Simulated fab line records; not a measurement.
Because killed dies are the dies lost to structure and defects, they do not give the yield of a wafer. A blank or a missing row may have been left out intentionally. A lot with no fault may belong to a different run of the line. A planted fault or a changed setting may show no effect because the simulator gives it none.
Split-lot trial | flow n5_finfet | 21 wafers read across 7 lots, on a route 1938 steps long

== ON THE SPLIT ==
At N5_BEOL_M3_ETCH_64 (etches SOC in N2/H2, target depth 75 nm, overetch 15 nm, time 112.5 s), the setting time_s was moved away from the recipe's 112.5 s on 12 of the 21 wafers read, by -15.8% to +20.6%. The other wafers ran this setting at the recipe's value.

== FROM THE SPLIT TO THE READING: what the file shows between them, 3 steps ==
- N5_BEOL_M3_STRIP_65: strips in N2/H2
- N5_BEOL_M3_STRIP_75: strips in N2/H2
- N5_BEOL_M3_STRIP_66: strips in CF4

== THE READING ==
etch.depth_nm (the simulator's own value, which no gauge read), in nm, at N5_BEOL_M3_HM_OPEN_17 (chemistry Cl2/BCl3, target TiN, target depth 20 nm, overetch 6 nm). No usual value for it is given in the file. Across the 9 wafers here that went through the recipe, the average is 19.92 nm and the standard deviation 0.28 nm.

wafer  | tool, chamber at the split | time_s as run, s | against the recipe | etch.depth_nm, nm | against lot-mates on the recipe
L075.1 | rie_diel-02, 2             | 125.5            | +11.6%             | 18.5              | no lot-mate on the recipe
L075.2 | rie_diel-02, 0,3           | 125.5            | +11.6%             | 18.89             | no lot-mate on the recipe
L075.3 | rie_diel-02, 0,3           | 125.5            | +11.6%             | 18.69             | no lot-mate on the recipe
L079.1 | rie_diel-06, 3             | 130.9            | +16.4%             | 17.85             | -1.75
L079.2 | rie_diel-06, 2             | 112.5            | recipe             | 19.48             | -
L079.5 | rie_diel-06, 3             | 112.5            | recipe             | 19.73             | -
L081.3 | rie_diel-02, 3             | 112.5            | recipe             | 19.75             | -
L081.5 | rie_diel-02, 0             | 135.7            | +20.6%             | 17.86             | -1.89
L081.6 | rie_diel-02, 3             | 135.7            | +20.6%             | 17.66             | -2.09
L086.2 | rie_diel-01, 2             | 112.5            | recipe             | 19.74             | -
L086.4 | rie_diel-01, 3             | 119              | +5.8%              | 19.23             | -0.51
L086.6 | rie_diel-01, 3             | 119              | +5.8%              | 18.84             | -0.90
L091.3 | rie_diel-01, 1             | 122.2            | +8.6%              | 18.82             | -1.08
L091.4 | rie_diel-01, 1             | 122.2            | +8.6%              | 18.82             | -1.08
L091.6 | rie_diel-01, 2             | 112.5            | recipe             | 19.9              | -
L090.4 | rie_diel-06, 2             | 112.5            | recipe             | 20.23             | -
L090.5 | rie_diel-06, 2             | 94.72            | -15.8%             | 20.62             | +0.39
L090.6 | rie_diel-06, 3             | 94.72            | -15.8%             | 20.87             | +0.64
L097.1 | rie_diel-06, 1             | 112.5            | recipe             | 20.25             | -
L097.2 | rie_diel-06, 0             | 112.5            | recipe             | 20.38             | -
L097.4 | rie_diel-06, 2             | 112.5            | recipe             | 19.82             | -
The file does not say which wafer passed through which chamber wherever a row lists several chambers: such a row stands for several wafers.

THE FIT
A straight line over all 21 wafers: etch.depth_nm changes by -0.0907 nm for each +1% of time_s; r = -0.94; the points scatter about the line by 0.31 nm.
The same after taking each lot's own level away (the mean of its wafers on the recipe; 18 wafers): -0.0772 nm for each +1%; r = -0.93; scatter 0.3 nm.
On that fit, the largest move of time_s shifts the reading by 1.6 nm.
The lots' own levels span 19.605 to 20.230 nm, that is 2.2 times the standard deviation above.
Hence the slope depends on the lot-to-lot level, as the two fits are not the same.
Check: -1.79 nm against its lot-mates is what the line predicts for one of the wafers moved furthest among these (+20.6%) when that wafer is left out of the fit. Against them it came out at -1.89 nm.

== THE WHOLE CHAIN: every reading that the file lists as answering this split, in the file's order ==
step                  | what it does                                                          | reading                                                                          | change (the file's fit)                | r (the file's)
N5_BEOL_M3_ETCH_64    | etches SOC in N2/H2, target depth 75 nm, overetch 15 nm, time 112.5 s | SiARC_of_BEOL_M3_COAT_62.thk_nm (the simulator's own value, which no gauge read) | -0.0491 nm for each +1% of the setting | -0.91
N5_BEOL_M3_HM_OPEN_17 | chemistry Cl2/BCl3, target TiN, target depth 20 nm, overetch 6 nm     | etch.depth_nm (the simulator's own value, which no gauge read)                   | -0.0869 nm for each +1% of the setting | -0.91

== THE FILE'S OWN FIT ==
etch.depth_nm changes by -0.0869 nm for each +1% of time_s, r = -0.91.
